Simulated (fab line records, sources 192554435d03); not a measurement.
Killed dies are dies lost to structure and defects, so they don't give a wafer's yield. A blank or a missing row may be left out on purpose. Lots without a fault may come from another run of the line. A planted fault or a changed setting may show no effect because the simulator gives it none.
fab line records | flow n5_finfet
record lots=4 wafers=11 last_day=19
route steps=1938 shown WELL_APT@36 PMOS_HMC_CHANNEL_EPI@57 BEOL_M4@1111 PASSIVATION@1936
lots that met no fault: from a run of the same line without faults
start_h: hours from the record's first day to the start of the lot's first wafer shown | wait_h: hours since the lot's step before | " the same as in the row above | L1.1+2: a row that stands for several wafers | - no value, or no start given | * or withheld: withheld | < > ~ a bound
route shown NAME@n: a module of which the file shows steps, and the number in the route of the first | usual: mean/standard deviation of fault-free wafers | same: alike in all rows | chamber/n: place in a boat | sites: the reading at each site | _std_site: their standard deviation | _edge_site: outer sites' mean less inner sites' | radius_mm: how far each site lies from the wafer's centre | mask NAME#n: copy n | behind: the tool/chamber that last shaped the wafer | hold: why the lot was held/for how many hours/how that ended | device: the transistor (n, p or np) that didn't switch | end of line: the same wafers' tests at the end of the route | a step without rows: its recipe alone | killed: dies lost to structure and defects at the first sort, not the wafer's yield | map: a wafer's dies, x killed, . not, _ none there
set.NAME: the setting as run; set.NAME@STEP: as run at that earlier step | model.NAME: the simulator's own value behind a step, which no gauge read
lots at some steps of the route; a table a step, a row a wafer
services: from which hour (start_h, from the record's first day; less than 0 if before it) a tool's chamber was out of use, for how many hours, and why
## steps
# step N5_WELL_APT_COAT_19
# recipe spin_rpm=1357 resist_thk_nm=950
# step N5_WELL_APT_EBR_21
# recipe solvent=PGMEA ebr_width_mm=1.5
# step N5_WELL_APT_SOFTBAKE_20
# recipe temp_c=130 time_s=60
# step N5_WELL_APT_EXPOSE_22
# recipe mask_id=PWELL na=0.8 source_shape=conventional sigma_outer=0.8 polarization=unpolarized defocus_nm=0 target_cd_nm=200 dose_mj=23.2
# step N5_WELL_APT_PEB_23
# recipe peb_temp_c=130 peb_time_s=90
# step N5_WELL_APT_DEVELOP_24
# recipe develop_time_s=45 rinse_liquid=surfactant_rinse dry=air_spin dev_temp_c=21
# step N5_WELL_APT_HARDBAKE_29
# recipe temp_c=130 time_s=120
# step N5_WELL_APT_DESCUM_30
# recipe chemistry=O2 time_s=7.9 source_power_w=50 bias_power_w=20 pressure_mtorr=20 rf_frequency_hz=2.712e+07 temp_c=40 o2_flow_sccm=225
# step N5_WELL_APT_IMPLANT_31
# recipe species=B energy_kev=60 dose_cm2=1.5e+13 tilt_deg=0 rotation_deg=0
# step N5_WELL_APT_IMPLANT_32
# recipe species=BF2 energy_kev=50 dose_cm2=2e+13 tilt_deg=0 rotation_deg=0
# usual beam_energy_keV=50.002/0.015 beam_on_s=9.99/0.21
# columns lot.wafer tool chamber start_h wait_h beam_energy_keV beam_on_s
L735.3 implanter-02 - 69.64 0.1 - -
L735.4 " - " " - -
L735.6 " - " " - -
L736.1 implanter-02 - 75.33 0.1 - -
L736.3 " - " " - -
L736.5 " - " " - -
L746.3 implanter-02 0 135.62 0.1 49.981 10.11
L746.4 " 0 " " 49.998 10.02
L746.6 " 0 " " 49.981 10.30
L749.2 implanter-01 0 153.89 0.1 50.028 10.12
L749.6 " 0 " " 50.018 10.21
# step N5_WELL_APT_STRIP_33
# recipe chemistry=SPM time_s=900 temp_c=130 h2so4_h2o2_vol_ratio=4 dry=ipa_marangoni
# step N5_WELL_APT_RTA_34
# recipe temp_c=1000 time_s=10 ambient=N2 idle_temp_c=600 ramp_up_c_per_s=150 ramp_down_c_per_s=60 cool_to_c=600
# step N5_WELL_APT_OXIDE_STRIP_42
# recipe chemistry=dHF dilution=25:1 time_s=45 temp_c=25 target=SiO2 target_depth_a=120
# step N5_WELL_APT_PRECLEAN_36
# recipe chemistry=O3/DIW time_s=45 temp_c=22 o3_ppm=10
# step N5_WELL_APT_PRECLEAN_39
# recipe chemistry=dHF time_s=60 dilution=150:1 temp_c=25
# step N5_WELL_APT_SRD_37
# recipe dry=ipa_marangoni do_ppb=5 time_s=30 temp_c=23 rinse_liquid=diw
# step N5_WELL_APT_EPI_41
# recipe material=Si target_thk_a=500 temp_c=650 precursor=SiH4/H2 pressure_torr=20 time_s=297.7
# step N5_PMOS_HMC_CHANNEL_EPI_HM_DEP_34
# recipe material=SiO2 target_thk_a=360 temp_c=400 precursor=TEOS/O2 pressure_torr=6.5 rf_w=900 teos_flow_sccm=161.4 gas=O2 flow_sccm=2650 time_s=6.9
# step N5_PMOS_HMC_CHANNEL_EPI_COAT_31
# recipe resist=BARC temp_c=205 time_s=60 spin_rpm=1500 resist_thk_nm=66
# step N5_PMOS_HMC_CHANNEL_EPI_COAT_03
# recipe resist=CAR-ArF-block spin_rpm=1500 resist_thk_nm=205
# step N5_PMOS_HMC_CHANNEL_EPI_EBR_05
# recipe solvent=PGMEA ebr_width_mm=1.5
# step N5_PMOS_HMC_CHANNEL_EPI_SOFTBAKE_04
# recipe temp_c=110 time_s=60 resist=CAR-ArF-block
# step N5_PMOS_HMC_CHANNEL_EPI_EXPOSE_06
# recipe mask_id=PMOS_HMC_BLK na=1.35 source_shape=conventional sigma_outer=0.8 polarization=unpolarized target_cd_nm=240 dose_mj=41
# step N5_PMOS_HMC_CHANNEL_EPI_PEB_07
# recipe peb_temp_c=110 peb_time_s=60 resist=CAR-ArF-block
# step N5_PMOS_HMC_CHANNEL_EPI_DEVELOP_08
# recipe develop_time_s=30 developer=TMAH resist=CAR-ArF-block dev_temp_c=23 rinse_liquid=diw dry=air_spin
# step N5_PMOS_HMC_CHANNEL_EPI_DESCUM_14
# recipe chemistry=O2 time_s=7.9 source_power_w=50 bias_power_w=20 pressure_mtorr=20 rf_frequency_hz=2.712e+07 temp_c=40 resist=CAR-ArF-block o2_flow_sccm=225
# step N5_PMOS_HMC_CHANNEL_EPI_ETCH_32
# recipe chemistry=N2/H2 target=BARC stop_on=SiO2 target_depth_a=858 over_etch_frac=0.3 time_s=50.3 ion_energy_ev=200 mask_material=CAR-ArF-block pressure_mtorr=30 source_w=840 bias_w=150 n2_flow_sccm=200 h2_flow_sccm=200
# step N5_PMOS_HMC_CHANNEL_EPI_HM_OPEN_15
# recipe chemistry=CHF3/O2 target=SiO2 mask_material=CAR-ArF-block target_depth_a=406 CHF3_flow_sccm=50 O2_flow_sccm=5 Ar_flow_sccm=200 time_s=20.3 pressure_mtorr=30 source_w=650 bias_w=170 ion_energy_ev=200
# step N5_PMOS_HMC_CHANNEL_EPI_STRIP_33
# recipe chemistry=N2/H2 power_w=500 temp_c=40 pressure_mtorr=50 rf_frequency_hz=6e+07 overash_fraction=0.3 bias_power_w=8 h2_frac=0.5 n2_flow_sccm=300 h2_flow_sccm=300
# step N5_PMOS_HMC_CHANNEL_EPI_STRIP_17
# recipe chemistry=SPM time_s=750 temp_c=130 h2so4_h2o2_vol_ratio=4 dry=ipa_marangoni
# step N5_PMOS_HMC_CHANNEL_EPI_ETCH_38
# recipe chemistry=CF4 target=SiO2 target_depth_a=15 ion_energy_ev=350 pressure_mtorr=10 icp_w=800 bias_w=400 cf4_flow_sccm=80
# step N5_PMOS_HMC_CHANNEL_EPI_FIN_RECESS_16
# recipe chemistry=HBr/Cl2 target=Si mask_material=SiO2 target_depth_a=540 time_s=18 pressure_mtorr=10 icp_w=800 bias_w=75 HBr_flow_sccm=150 Cl2_flow_sccm=80
# step N5_PMOS_HMC_CHANNEL_EPI_PRECLEAN_36
# recipe chemistry=O3/DIW time_s=45 temp_c=22 o3_ppm=10
# step N5_PMOS_HMC_CHANNEL_EPI_PRECLEAN_18
# recipe chemistry=DHF time_s=30 temp_c=25 dilution=withheld
# step N5_PMOS_HMC_CHANNEL_EPI_SRD_19
# recipe dry=ipa_marangoni do_ppb=5 time_s=30 temp_c=23 rinse_liquid=diw
# step N5_BEOL_M4_RC_MEAS_101
# usual CJ_N=4.38/0.088 DIBL_N=36.4/2.2 DIBL_P=36.3/2.5 IOFF_N=0.17/0.052 IOFF_N_85C=3.3/0.81 IOFF_N_LIN=0.076/0.016 IOFF_P=0.23/0.049 ION_N=674/17 ION_P=464/11 RS_PWELL=3014/22 SS_N=71.7/0.98 SS_P=73.3/0.84 VT_N=250/4 VT_N_LVT=99/3.8 VT_P=-249/3.8
# columns lot.wafer tool chamber start_h wait_h CJ_N DIBL_N[mV/V] DIBL_P[mV/V] IOFF_N[nA/um] IOFF_N_85C[nA/um] IOFF_N_LIN[nA/um] IOFF_P[nA/um] ION_N[uA/um] ION_P[uA/um] RS_PWELL[ohm/sq] SS_N[mV/dec] SS_P[mV/dec] VT_N[mV] VT_N_LVT[mV] VT_P[mV]
L735.3 prober-01 0 243.03 0.3 1.08 64.1 38.6 4.33 50.8 0.371 0.29 716 478 3203 104.3 74.2 239 89 -245
L735.4 " 0 " " 1.10 159.4 34.5 69.18 515.0 2.038 0.23 700 457 3238 162.3 73.0 234 84 -247
L735.6 " 0 " " 1.10 105.7 37.0 29.45 249.8 1.169 0.28 741 478 3228 138.8 73.3 232 82 -244
L736.1 prober-02 0 271.98 0.0 1.06 71.8 39.6 6.16 66.6 0.426 0.27 696 464 3217 111.5 74.1 240 91 -248
L736.3 " 0 " " 1.08 69.6 38.4 5.61 61.0 0.404 0.23 719 471 3197 109.5 74.0 239 90 -252
L736.5 " 0 " " 1.08 90.9 37.8 14.55 137.0 0.718 0.23 702 458 3193 127.9 73.0 241 88 -249
L746.3 prober-01 0 326.68 0.3 4.46 34.3 34.1 0.14 2.7 0.063 0.18 657 455 3027 71.7 72.6 250 101 -248
L746.4 " 0 " " 4.48 36.2 37.5 0.18 3.3 0.083 0.24 682 471 3024 70.9 72.9 243 96 -247
L746.6 " 0 " " 4.52 36.1 37.1 0.17 3.2 0.079 0.22 681 469 3023 71.4 73.1 248 97 -248
L749.2 prober-01 0 349.62 0.9 4.24 37.3 37.8 0.17 3.2 0.075 0.24 683 472 3020 71.9 73.3 250 99 -249
L749.6 " 0 " " 4.35 33.2 32.8 0.11 2.2 0.052 0.17 648 457 3026 71.4 71.8 254 103 -253
# step N5_PASSIVATION_PROBE_49
# usual defect_limited_yield=91.2/1.4 killed_at_M0_to_M3=34/9.3 killed_at_M4_up=14/5.9 killed_at_contacts=14/5.7 killed_at_front_end=38/10 killed_at_other=4/3.2 killed_dies=104/17 killed_open=67/13 killed_short=33/6.9 sort_bin_4_leakage=0/3.6 sort_bin_5_function=5.2/1 sort_bin_6_memory=3.3/0.61 sort_n_pass=1069/52 sort_yield_pct=91/4.4
# same gross_dies=1180 killed_at_back_side=0 sort_bin_8_speed[%]=0
# columns lot.wafer tool chamber start_h wait_h defect_limited_yield[%] killed_at_M0_to_M3 killed_at_M4_up killed_at_contacts killed_at_front_end killed_at_other killed_dies killed_open killed_short sort_bin_4_leakage[%] sort_bin_5_function[%] sort_bin_6_memory[%] sort_n_pass sort_yield_pct[%]
L735.3 prober-01 - 350.49 1.0 90.1 43 16 19 34 5 117 71 45 90 5.4 4.2 0 0
L735.4 prober-01 - 350.54 1.1 89.6 61 12 7 42 1 123 72 48 90 6.1 3.5 0 0
L735.6 prober-01 - 350.64 1.2 91.4 40 14 6 33 8 101 69 29 91 4.5 3.8 0 0
L736.1 prober-01 - 376.23 0.0 89.1 49 31 12 34 3 129 92 33 89 7.3 3.5 0 0
L736.3 prober-01 - 376.33 0.1 90.4 31 32 14 36 0 113 83 24 90 5.5 3.9 0 0
L736.5 prober-01 - 376.43 0.2 91.6 22 15 11 47 4 99 66 22 92 5.3 3.1 0 0
L749.2 prober-01 - 461.59 0.7 90.0 43 14 13 41 7 118 81 37 0 6.3 3.5 1062 90
L749.6 prober-01 - 461.79 0.9 90.8 53 12 5 37 2 109 70 33 0 5.8 3.0 1071 91
# killed by level:class
L735.3 BEOL_M0_SAQP:geometric_particle:open=17 MOL_CONTACT_COAG:geometric_particle:open=14 BEOL_M0_SAQP:geometric_particle:short=11 FIN_SAQP:geometric_particle:short=10 STI_FIN_REVEAL:geometric_particle:open=6 BEOL_M4:geometric_particle:open=6 MOL_CONTACT_COAG:geometric_particle:short=5 BEOL_M2:geometric_particle:open=5
L735.4 BEOL_M0_SAQP:geometric_particle:short=24 STI_FIN_REVEAL:geometric_particle:open=16 BEOL_M0_SAQP:geometric_particle:open=15 BEOL_M2:geometric_particle:open=11 FIN_SAQP:geometric_particle:short=10 FIN_SAQP:geometric_particle:open=5 BEOL_M4:geometric_particle:open=5 MOL_CONTACT_COAG:geometric_particle:open=4
L735.6 BEOL_M0_SAQP:geometric_particle:open=17 STI_FIN_REVEAL:geometric_particle:open=8 BEOL_M0_SAQP:geometric_particle:short=8 MOL_CONTACT_COAG:geometric_particle:open=6 BEOL_M2:geometric_particle:open=6 BEOL_M3:geometric_particle:open=6 BEOL_M4:geometric_particle:open=5 FIN_SAQP:geometric_particle:open=4
L736.1 BEOL_M2:geometric_particle:open=22 BEOL_M4:geometric_particle:open=16 BEOL_M0_SAQP:geometric_particle:open=13 ILD0:geometric_particle:open=8 MOL_CONTACT_COAG:geometric_particle:open=7 BEOL_M0_SAQP:geometric_particle:short=6 BEOL_M2:geometric_particle:short=6 FIN_SAQP:geometric_particle:open=5
L736.3 BEOL_M4:geometric_particle:open=16 BEOL_M2:geometric_particle:open=16 STI_FIN_REVEAL:geometric_particle:open=8 DUMMY_GATE:geometric_particle:open=7 MOL_CONTACT_COAG:geometric_particle:open=7 FIN_SAQP:geometric_particle:open=6 MOL_CONTACT_COAG:geometric_particle:short=5 ILD0:geometric_particle:short=4
L736.5 FIN_SAQP:geometric_particle:open=23 BEOL_M2:geometric_particle:open=11 MOL_CONTACT_COAG:geometric_particle:open=8 FIN_SAQP:geometric_particle:short=7 GATE_CUT:geometric_particle:short=4 BEOL_M3:geometric_particle:open=4 BEOL_M4:geometric_particle:open=4 STI_FIN_REVEAL:geometric_particle:open=3
L749.2 FIN_SAQP:geometric_particle:open=16 BEOL_M3:geometric_particle:open=13 MOL_CONTACT_COAG:geometric_particle:open=9 BEOL_M0_SAQP:geometric_particle:open=9 BEOL_M0_SAQP:geometric_particle:short=8 FIN_SAQP:geometric_particle:short=6 BEOL_M2:geometric_particle:open=5 STI_FIN_REVEAL:geometric_particle:open=4
L749.6 BEOL_M3:geometric_particle:open=16 BEOL_M0_SAQP:geometric_particle:open=14 BEOL_M0_SAQP:geometric_particle:short=11 BEOL_M4:geometric_particle:open=7 MOL_CONTACT_COAG:geometric_particle:open=5 FIN_SAQP:geometric_particle:short=4 FIN_SAQP:geometric_particle:open=4 ILD0:geometric_particle:short=4
# map L735.4 (x killed, . not)
_________________........x..x________________
______________..........x......._____________
___________........x............x..__________
__________................x........x_________
________...................x.........._______
_______.x..x...x.............xx..x.....______
______....x..............x....x.x.x....._____
_____.xx.x.......x..xx......x............____
____......x.....x....................x....___
___.........................x..............__
___..............x..........x........x.....__
__......x.x.........................x......._
__....x.x........x.x........x.....x........x_
_......x..................x.......x..x...x...
_.x...............x.x.....x..x...............
_.............x.....x..x.........x....x......
_.....xxx.x.......x.....x...........x........
_.x.............................x........x...
_...x......xx.............x.....x...x.x.....x
_................................x...x.......
_.xx.................xx.........x.....x......
__......x..x..xx..........x................._
__....x.......xx............xx.....x........_
___......................x..........x......__
___..........xx............................__
____....x...x..........x..xx..............___
_____...................x......xx........____
______.......................x..x......._____
_______...................x...x.....x..______
________.....x.............x.........._______
__________..x...x...x.x........x...._________
___________.............xx.........__________
______________.................._____________
_________________.x......x...________________
# map L736.1 (x killed, . not)
_________________...........x________________
______________....x............._____________
___________.xx...........x.........__________
__________.x......x........x........_________
________.....................x........_______
_______..x..................x...x......______
______.....x.x.........x..x....x..x...x._____
_____.....x...............x...........x..____
____.........x......x...............x.....___
___.....................x.x.............x..__
___.......x.x............x...........x.....__
__..................x.....x.........x......._
__.....x......................x....xx.x....._
_..........x.x............x....xx..x.x......x
_.......x..................x..........x......
_.x..x....x..x..x..............x......xx.....
_......x.......x.....x.........x........x....
_..............x.......x............x......x.
_.........................xx................x
_..x.x..........x........x....x..............
_.x..x......................x.......xx..x..xx
__..x...................x..x......x.......x._
__.........x................x..............x_
___.........x.x.....x...........x...xx.....__
___.....x....x........x...xx...............__
____......x........x.......x.........x....___
_____............x..x...............x....____
______..x....x.....x.....x...x.....x...._____
_______.x.....x........................______
________.x........x.x................._______
__________.x............x..........._________
___________x.....x..x..............__________
______________...........x......_____________
_________________x.........x.________________
## services
# columns tool chamber start_h hours kind
implanter-01 - 65.15 4.5 repair
implanter-01 - 137.80 1.1 repair
## key
first_sign step=N5_WELL_APT_IMPLANT_32 reading=tool_record direction=missing
effect step=N5_BEOL_M4_RC_MEAS_101 reading=IOFF_N direction=up sigmas=99+ usual=0.17 struck=21.55
effect step=N5_BEOL_M4_RC_MEAS_101 reading=IOFF_N_85C direction=up sigmas=99+ usual=3.3 struck=180.0
effect step=N5_BEOL_M4_RC_MEAS_101 reading=SS_N direction=up sigmas=55 usual=71.7 struck=125.7
effect step=N5_BEOL_M4_RC_MEAS_101 reading=IOFF_N_LIN direction=up sigmas=50 usual=0.076 struck=0.855
effect step=N5_BEOL_M4_RC_MEAS_101 reading=CJ_N direction=down sigmas=38 usual=4.38 struck=1.08
effect step=N5_BEOL_M4_RC_MEAS_101 reading=DIBL_N direction=up sigmas=26 usual=36.4 struck=93.6
effect step=N5_BEOL_M4_RC_MEAS_101 reading=RS_PWELL direction=up sigmas=9.2 usual=3014 struck=3212
effect step=N5_BEOL_M4_RC_MEAS_101 reading=VT_N_LVT direction=down sigmas=3 usual=99 struck=87
effect step=N5_BEOL_M4_RC_MEAS_101 reading=VT_N direction=down sigmas=3 usual=250 struck=238
effect step=N5_BEOL_M4_RC_MEAS_101 reading=ION_N direction=up sigmas=2.2 usual=674 struck=712 wafers_moved=2
effect step=N5_PASSIVATION_PROBE_49 reading=sort_bin_4_leakage direction=up sigmas=25 usual=0 struck=90
met_at N5_WELL_APT_IMPLANT_32
struck_wafers L735.3,L735.4,L735.6,L736.1,L736.3,L736.5
fault kind=skipped_step_whole tool=implanter-02 chamber=- onset_h=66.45 steps=N5_WELL_APT_IMPLANT_32 scope=struck_lots_only
